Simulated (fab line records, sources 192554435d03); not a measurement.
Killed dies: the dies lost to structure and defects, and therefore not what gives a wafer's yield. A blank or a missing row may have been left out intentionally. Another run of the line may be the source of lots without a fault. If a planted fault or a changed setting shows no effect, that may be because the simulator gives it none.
A struck lot beside a sound one -- flow n5Finfet -- 37 out of 1938 route steps
Sound: wafers L859.1, L859.2, L859.4. Struck: wafers L849.3, L849.5, L849.6. The cause comes at the end.
Order at every step that has rows: each side's tool, ch and its chambers, its first start. Under that, the readings that differ: sound wafers -- struck wafers -- difference of the means -- sigmas: that difference in standard deviations of wafers without a fault.
alike: a reading whose means differ by less than 2 such deviations, as well as words and numbers matching on both sides. not compared: withheld readings; readings where some wafer has no value; bounds like >300 that might hide an equal value; numbers whose values overlap and for which the record gives no deviation.
Wherever a step has rows on one side only, a row that says differs or no value, or a row with sigmas, the two part there. Numbers that don't overlap but have no deviation are shown without sigmas and don't part them. Lack of a reading on every wafer of one side parts them only where that side has two or more wafers.

first, 9 steps without rows for these wafers: N5_BEOL_M4_ANNEAL_95 (time 240 s); N5_BEOL_M4_SPUTTER_96 (material Cu, target thk 4.5 nm, time 8.29 s); N5_BEOL_M4_ECD_50 (material Cu, target thk 300 nm); N5_BEOL_M4_ANNEAL_51 (time 90 s); N5_BEOL_M4_CMP_52 (polishes, stops on SiOC, t overpolish 6.8 s, target thk 40 nm); N5_BEOL_M4_PRE_CLEAN_60 (time 15 s); N5_BEOL_M4_CO_CAP_55 (material Co, precursor CCTBA/H2, target thk 2 nm, time 102.1 s); N5_BEOL_M4_PRE_CLEAN_56 (time 15 s); N5_BEOL_M4_DEP_57 (deposits SiCN from 3MS/NH3, target thk 8 nm, time 14 s).
N5_BEOL_M4_RC_MEAS_101:
  sound on prober-02 ch 0, day 13 18:35; struck on prober-01 ch 0, day 11 12:44
  alike: DIBL_N, DIBL_P, IOFF_N, IOFF_P, ION_N, ION_P, SS_N, SS_P, VT_N, VT_P
then, 24 steps without rows for these wafers: N5_BEOL_M5_ILD_DEP_00 (deposits SiCOH lowk from DEMS/porogen, target thk 140.64 nm, time 25.9 s); N5_BEOL_M5_CURE_79 (cures SiCOH lowk, time 240 s); N5_BEOL_M5_PECVD_70 (deposits SiO2 from TEOS/O2, target thk 16 nm, time 18 s); N5_BEOL_M5_HM_DEP_02 (deposits TiN, target thk 20 nm); N5_BEOL_M5_COAT_59 (time 60 s, resist thk 60 nm); N5_BEOL_M5_COAT_60 (time 60 s, resist thk 12 nm); N5_BEOL_M5_COAT_71 (time 60 s, resist thk 5 nm); N5_BEOL_M5_COAT_05 (resist thk 30 nm); N5_BEOL_M5_EBR_07; N5_BEOL_M5_SOFTBAKE_06 (time 60 s); N5_BEOL_M5_EXPOSE_08 (exposes mask M5, target cd 28 nm); N5_BEOL_M5_PEB_09 (peb time 60 s); N5_BEOL_M5_DEVELOP_10 (develop time 30 s); N5_BEOL_M5_DESCUM_16 (chemistry O2, time 7 s); N5_BEOL_M5_ETCH_72 (etches underlayer in N2/H2, target depth 6.5 nm, time 5.2 s); N5_BEOL_M5_ETCH_61 (etches SiARC in CF4, target depth 15.6 nm, time 26 s); N5_BEOL_M5_ETCH_62 (etches SOC in N2/H2, target depth 75 nm, overetch 15 nm, time 112.5 s); N5_BEOL_M5_STRIP_63 (strips in N2/H2); N5_BEOL_M5_STRIP_73 (strips in N2/H2); N5_BEOL_M5_STRIP_64 (strips in CF4); N5_BEOL_M5_HM_OPEN_17 (chemistry Cl2/BCl3, target TiN, target depth 20 nm, overetch 6 nm); N5_BEOL_M5_STRIP_19 (strips in O2); N5_BEOL_M5_COAT_65 (time 60 s, resist thk 60 nm); N5_BEOL_M5_COAT_66 (time 60 s, resist thk 12 nm).
N5_BEOL_M7_ALD_77: deposits TaN, target thk 2 nm, pulse time 2 s, purge time 3 s.
  sound on aldMetal-02 ch 0,2,3, day 15 02:13; struck on aldMetal-02 ch 1,2,3, day 12 18:59
  no value came back on the struck wafers for aldCycles, chamberPressureTorr (Torr), heaterPowerW (W), sinceWetCleanH (h); on the sound wafers aldCycles reads 40 40 40
N5_BEOL_M7_CMP_52: polishes, stops on SiCOH lowk, t overpolish 6.9 s, target thk 80 nm.
  sound on cmp-01 ch 0,2,3, day 15 03:42; struck on cmp-03 ch 2,3, day 12 20:22
reading,sound,struck,difference,sigmas
barrierFieldEndpointS (s),27.7 28.1 29.2,25.0 25.9 27.8,-2.1,-2
  alike: motorCurrentA, slurryFilterDpKPa
-- here the record skips 3 days between the struck wafers' starts before and after, leaving off in module BEOL_M7 and picking up in module PASSIVATION (first step shown: number 1936 of the route) --
N5_PASSIVATION_PROBE_49:
  sound on prober-02, day 18 05:48; struck on prober-02, day 16 07:59
reading,sound,struck,difference,sigmas
defectLimitedYield (%),91.5 93.6 91.5,0 0 0,-92,-58
killed_at_M4_up,16 19 15,1100 1082 1093,+1075,+99 or more
killedDies,100 76 100,1180 1180 1180,+1088,+60
killedOnRim,8 8 15,152 152 152,+142,+35
sort_bin_4_leakage (%),0 0 0,91.95 89.83 91.02,+90.93,
sortNPass,1080 1104 1080,0 0 0,-1088,-57
sortYieldPct (%),91.5 93.6 91.5,0 0 0,-92,-58
  alike: killed_at_M0_to_M3, killedAtContacts, killedAtFrontEnd, killedAtOther, killedOpen, killedShort, sort_bin_5_function, sort_bin_6_memory

## WHERE THEY PART
First at N5_BEOL_M7_ALD_77; last, within this record, at N5_PASSIVATION_PROBE_49.

WHY: what had been put in by the simulator
Beginning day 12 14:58, the whole step at N5_BEOL_M7_ALD_77 was skipped on aldMetal-02. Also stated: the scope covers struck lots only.
